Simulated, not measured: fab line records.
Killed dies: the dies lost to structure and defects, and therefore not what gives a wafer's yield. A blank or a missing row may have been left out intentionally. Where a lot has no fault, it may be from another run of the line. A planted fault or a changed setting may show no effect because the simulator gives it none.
Chamber matching / flow nandHarc / NHARC_A_CHANNEL_FILL_D1_ALD_14 on aldHk-04: 4 sister chambers
The step deposits SiO2, target thk 2.5 nm, pulse time 10 s, ald cycles 25. 8 wafers are shown with their chamber, then 9 later ones without.

## WAFERS, EACH WITH ITS CHAMBER
wafer=L078.6; chamber=3; heaterPowerW (W)=492; precursorPulseHeightRel=0.999
wafer=L081.3; chamber=0; heaterPowerW (W)=494; precursorPulseHeightRel=1.002
wafer=L081.4; chamber=3; heaterPowerW (W)=494; precursorPulseHeightRel=1.019
wafer=L082.2; chamber=0; heaterPowerW (W)=500; precursorPulseHeightRel=0.982
wafer=L082.4; chamber=1; heaterPowerW (W)=498; precursorPulseHeightRel=1.027
wafer=L084.1; chamber=1; heaterPowerW (W)=521; precursorPulseHeightRel=1.020
wafer=L084.2; chamber=2; heaterPowerW (W)=453; precursorPulseHeightRel=0.970
wafer=L084.6; chamber=2; heaterPowerW (W)=461; precursorPulseHeightRel=0.961

## WAFERS MISSING THEIR CHAMBER
wafer=L085.2; heaterPowerW (W)=504; precursorPulseHeightRel=0.991
wafer=L085.3; heaterPowerW (W)=482; precursorPulseHeightRel=0.994
wafer=L085.6; heaterPowerW (W)=495; precursorPulseHeightRel=1.006
wafer=L087.1; heaterPowerW (W)=512; precursorPulseHeightRel=1.021
wafer=L087.3; heaterPowerW (W)=463; precursorPulseHeightRel=1.002
wafer=L087.6; heaterPowerW (W)=497; precursorPulseHeightRel=1.000
wafer=L093.1; heaterPowerW (W)=514; precursorPulseHeightRel=0.995
wafer=L093.4; heaterPowerW (W)=496; precursorPulseHeightRel=1.014
wafer=L093.6; heaterPowerW (W)=488; precursorPulseHeightRel=1.015

## WHICH CHAMBER EACH ONE RAN IN
wafer=L085.2; from the rows above=can't be placed: 0 or 3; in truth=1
wafer=L085.3; from the rows above=can't be placed: 0 or 3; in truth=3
wafer=L085.6; from the rows above=can't be placed: 3 or 0 or 1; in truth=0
wafer=L087.1; from the rows above=1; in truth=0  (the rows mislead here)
wafer=L087.3; from the rows above=can't be placed: 3 or 2 or 0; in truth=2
wafer=L087.6; from the rows above=can't be placed: 0 or 3 or 1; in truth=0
wafer=L093.1; from the rows above=can't be placed: 0 or 1 or 3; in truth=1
wafer=L093.4; from the rows above=can't be placed: 3 or 1 or 0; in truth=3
wafer=L093.6; from the rows above=can't be placed: 3 or 0 or 1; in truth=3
Correctly placed: 0 of 9. From these rows, 8 cannot be placed; in 7 the true chamber is one of the candidates. Wrongly placed: 1.
How it was worked out, from the rows above alone: a wafer's distance from a chamber is the root of the sum, over the readings, of the square of ((its reading less the chamber's mean) divided by the reading's scatter). The wafer belongs to the nearest chamber; if the next one is less than 2 further off, it can't be placed. For every chamber, the mean is computed from those of its wafers that are shown. The scatter: take each reading less its chamber's mean, square it, sum over the shown wafers, divide by the number of wafers less the number of chambers, and take the root.
